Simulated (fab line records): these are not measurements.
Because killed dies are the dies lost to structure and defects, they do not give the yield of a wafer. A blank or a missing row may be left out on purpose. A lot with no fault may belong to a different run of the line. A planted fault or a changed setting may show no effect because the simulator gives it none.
The tool behind it: which one? -- flow n5 finfet -- Sampling: 10 lots, 28 wafers, 5 of 1938 route steps

WHAT THE GAUGES READ, wafer by wafer
N5_SDB_INSPECT_36: inspects for defects (darkfield). Usual: raw defect count 39, standard deviation 19.
lot,measured,on,raw defect count,flag
L802,day 4 04:22,defect inspect-01,29 19 24,
L803,day 4 14:04,defect inspect-01,33 31 61,
L805,day 4 22:33,defect inspect-02,39 38 20,
L807,day 5 11:30,defect inspect-01,21 18 35,
L808,day 5 14:50,defect inspect-02,31 39 37,
L813,day 6 21:50,defect inspect-02,24 38 43,
L814,day 7 06:04,defect inspect-02,43 12 38,
L817,day 7 21:56,defect inspect-01,30 31 29,
L818,day 8 05:26,defect inspect-01,53 33,
L819,day 8 08:25,defect inspect-02,41 41,

N5_BEOL_M4_RC_MEAS_101. Usual: DIBL_N 36.1 mV/V, standard deviation 1.9; DIBL_P 36.4 mV/V, standard deviation 2.5; IOFF_N 0.16 nA/um, standard deviation 0.036; IOFF_P 0.22 nA/um, standard deviation 0.038; ION_N 672 uA/um, standard deviation 11; ION_P 462 uA/um, standard deviation 8; SS_N 71.6 mV/dec, standard deviation 0.68; SS_P 73.3 mV/dec, standard deviation 0.77; VT_N 250 mV, standard deviation 3.3; VT_P -250 mV, standard deviation 3.6.
lot,measured,on,DIBL_N (mV/V),DIBL_P (mV/V),IOFF_N (nA/um),IOFF_P (nA/um),ION_N (uA/um),ION_P (uA/um),SS_N (mV/dec),SS_P (mV/dec),VT_N (mV),VT_P (mV),flag
L802,day 9 03:11,prober-02,36.0 37.3 34.0,37.4 39.0 34.3,0.15 0.18 0.12,0.20 0.24 0.16,672 677 667,462 466 459,71.8 72.3 70.9,72.7 73.0 72.2,253 248 255,-249 -245 -253,
L803,day 9 06:34,prober-02,35.8 37.0 36.3,34.5 37.0 37.3,0.14 0.16 0.16,0.20 0.23 0.24,664 664 679,457 454 465,70.9 72.2 71.7,72.5 74.0 73.3,252 251 249,-250 -248 -247,
L805,day 9 12:37,prober-01,36.6 34.1 38.1,39.0 34.5 38.5,0.18 0.11 0.18,0.23 0.16 0.22,686 668 674,472 456 458,71.1 71.7 72.2,74.4 72.6 73.5,247 255 248,-246 -255 -250,
L807,day 10 11:09,prober-01,35.7 35.0 36.4,38.2 37.1 39.0,0.16 0.14 0.16,0.21 0.19 0.22,675 660 654,463 449 450,71.9 71.7 72.2,72.9 72.8 73.8,251 254 250,-252 -253 -251,
L808,day 10 06:03,prober-01,36.7 35.2 36.3,37.6 34.0 36.4,0.18 0.14 0.17,0.25 0.19 0.23,683 671 680,469 462 468,72.4 72.2 71.4,73.7 72.9 73.7,249 251 247,-246 -253 -248,
L813,day 11 18:03,prober-01,38.7 36.9 39.0,39.9 36.2 39.8,0.19 0.15 0.20,0.30 0.23 0.28,674 667 693,465 461 476,72.4 72.3 72.3,74.5 73.8 74.2,250 251 247,-245 -248 -243,
L814,day 12 15:23,prober-01,36.3 37.1 34.0,36.3 38.0 34.8,0.15 0.18 0.12,0.21 0.24 0.19,649 688 645,448 465 454,71.2 72.0 71.3,73.1 73.9 73.1,252 247 257,-251 -250 -251,
L817,day 13 01:31,prober-02,33.1 34.7 35.3,33.5 34.3 36.8,0.11 0.13 0.16,0.17 0.18 0.21,656 653 683,454 446 461,71.2 72.0 71.8,73.2 73.1 73.9,253 254 249,-254 -254 -253,
L818,day 13 19:37,prober-02,36.5 37.9,35.0 36.2,0.16 0.18,0.22 0.24,678 677,466 470,71.7 72.0,72.2 72.8,249 250,-248 -247,
L819,day 13 09:55,prober-02,37.1 34.6,36.9 33.0,0.18 0.13,0.25 0.18,686 673,470 467,71.6 70.9,73.6 72.4,248 249,-246 -252,

WHAT TOOL EACH LOT RAN ON (gives the tool, then ch and the chambers of the sampled wafers, and finally the start)
lot,N5_SDB_ALD_29,N5_DUMMY_REMOVAL_HM_STRIP_01,N5_HKMG_FIN_ALD_74
L802,"ald sin-04 ch 0,1, day 4 01:19","rie diel-05 ch 1,2, day 4 04:24","ald hk-01 ch 0,1,2, day 4 05:22"
L803,"ald sin-02 ch 2,3, day 4 11:00","rie diel-01 ch 1,3, day 4 14:05","ald hk-02 ch 0,2, day 4 15:11"
L805,"ald sin-04 ch 0,1,2, day 4 19:27","rie diel-01 ch 0,1, day 4 22:35","ald hk-01 ch 0,3, day 4 23:32"
L807,"ald sin-04 ch 1,2,3, day 5 08:27","rie diel-06 ch 0,1,2, day 5 11:32","ald hk-03 ch 0,2,3, day 5 12:29"
L808,"ald sin-04 ch 0,1,2, day 5 11:47","rie diel-06 ch 0,3, day 5 14:53","ald hk-01 ch 1,2,3, day 5 15:56"
L813,"ald sin-03 ch 0,1,3, day 6 18:47","rie diel-01 ch 0,1,2, day 6 21:56","ald hk-01 ch 1,2,3, day 6 23:04"
L814,"ald sin-03 ch 0,1, day 7 02:59","rie diel-05 ch 1,2, day 7 06:12","ald hk-01 ch 1,2, day 7 07:09"
L817,"ald sin-04 ch 0,1,3, day 7 18:52","rie diel-05 ch 0,1,3, day 7 22:08","ald hk-02 ch 0,1,2, day 7 23:05"
L818,"ald sin-04 ch 1, day 8 02:23","rie diel-05 ch 0,2, day 8 05:28","ald hk-01 ch 2,3, day 8 06:40"
L819,"ald sin-02 ch 1,2, day 8 06:43","rie diel-05 ch 1,3, day 8 08:29","ald hk-01 ch 0,3, day 8 09:42"
- N5_SDB_ALD_29: deposits SiNx, target thk 30 nm, pulse time 1 s, ald cycles 600.
- N5_DUMMY_REMOVAL_HM_STRIP_01: strips SiNx in CH3F/O2, stops on poly-Si, target depth 4 nm, time 6.8 s.
- N5_HKMG_FIN_ALD_74: deposits La2O3, target thk 0.5 nm, pulse time 6 s, co reactant pulse time 1 s.

WHAT THE TOOLS THEMSELVES READ (means of the sampled wafers that have a number; where no wafer has one, the mark that the record gives instead)
N5_SDB_ALD_29. Usual: heater power w 850 W, standard deviation 84; precursor pulse height rel 1.001, standard deviation 0.019.
lot,tool,heater power w (W),precursor pulse height rel,flag
L802,ald sin-04,880,1.014,
L803,ald sin-02,879,0.987,
L805,ald sin-04,829,0.991,
L807,ald sin-04,897,0.981,
L808,ald sin-04,832,0.990,
L813,ald sin-03,830,1.010,
L814,ald sin-03,865,1.005,
L817,ald sin-04,912,1.023,
L818,ald sin-04,920,1.007,
L819,ald sin-02,800,1.000,

N5_DUMMY_REMOVAL_HM_STRIP_01. Usual: drypump motor current A 5.6 A, standard deviation 0.39; oes product au 0.65 a.u., standard deviation 0.071; rf vpp V 127.9 V, standard deviation 0.97; showerhead plenum p Torr 2.05 Torr, standard deviation 0.058; throttle valve pct 16.19 %, standard deviation 0.23.
lot,tool,drypump motor current A (A),oes product au (a.u.),rf vpp V (V),showerhead plenum p Torr (Torr),throttle valve pct (%),flag
L802,rie diel-05,5.4,0.60,128.0,2.08,16.31,
L803,rie diel-01,5.5,0.57,126.8,1.92,16.46,
L805,rie diel-01,6.1,0.66,127.7,2.02,16.12,
L807,rie diel-06,5.4,0.69,127.7,2.08,16.08,
L808,rie diel-06,5.2,0.60,128.7,2.07,16.28,
L813,rie diel-01,5.7,0.61,126.6,1.98,16.39,
L814,rie diel-05,5.3,0.71,128.5,2.07,16.09,
L817,rie diel-05,5.8,0.63,127.6,2.06,16.15,
L818,rie diel-05,5.6,0.73,126.9,2.05,16.02,
L819,rie diel-05,5.6,0.58,128.0,2.06,16.20,

N5_HKMG_FIN_ALD_74. Usual: heater power w 345 W, standard deviation 33; precursor pulse height rel 1.000, standard deviation 0.02.
lot,tool,heater power w (W),precursor pulse height rel,flag
L802,ald hk-01,345,1.011,
L803,ald hk-02,395,1.020,
L805,ald hk-01,329,0.991,
L807,ald hk-03,316,0.989,
L808,ald hk-01,335,1.018,
L813,ald hk-01,332,1.000,
L814,ald hk-01,359,1.015,
L817,ald hk-02,379,0.990,
L818,ald hk-01,328,1.005,
L819,ald hk-01,326,1.018,

THE ANSWER, worked out from the rows above alone
Rule: lot off if the mean of its wafers having a number is beyond 3 standard deviations from the usual mean. A lot without any number at a reading at which 4 lots or more have one is off too. The other lots that the step has rows for count as sound. The gauges are gone through in route order, then the tools' own readings, and for those a lot's mean is taken as printed above. At the first step where some lot is off, the reading lying furthest off is the one used; lots without a number count as furthest.
No lot is off at any reading shown: from this, nothing can be told.

WHAT THE SIMULATOR HAD INSERTED
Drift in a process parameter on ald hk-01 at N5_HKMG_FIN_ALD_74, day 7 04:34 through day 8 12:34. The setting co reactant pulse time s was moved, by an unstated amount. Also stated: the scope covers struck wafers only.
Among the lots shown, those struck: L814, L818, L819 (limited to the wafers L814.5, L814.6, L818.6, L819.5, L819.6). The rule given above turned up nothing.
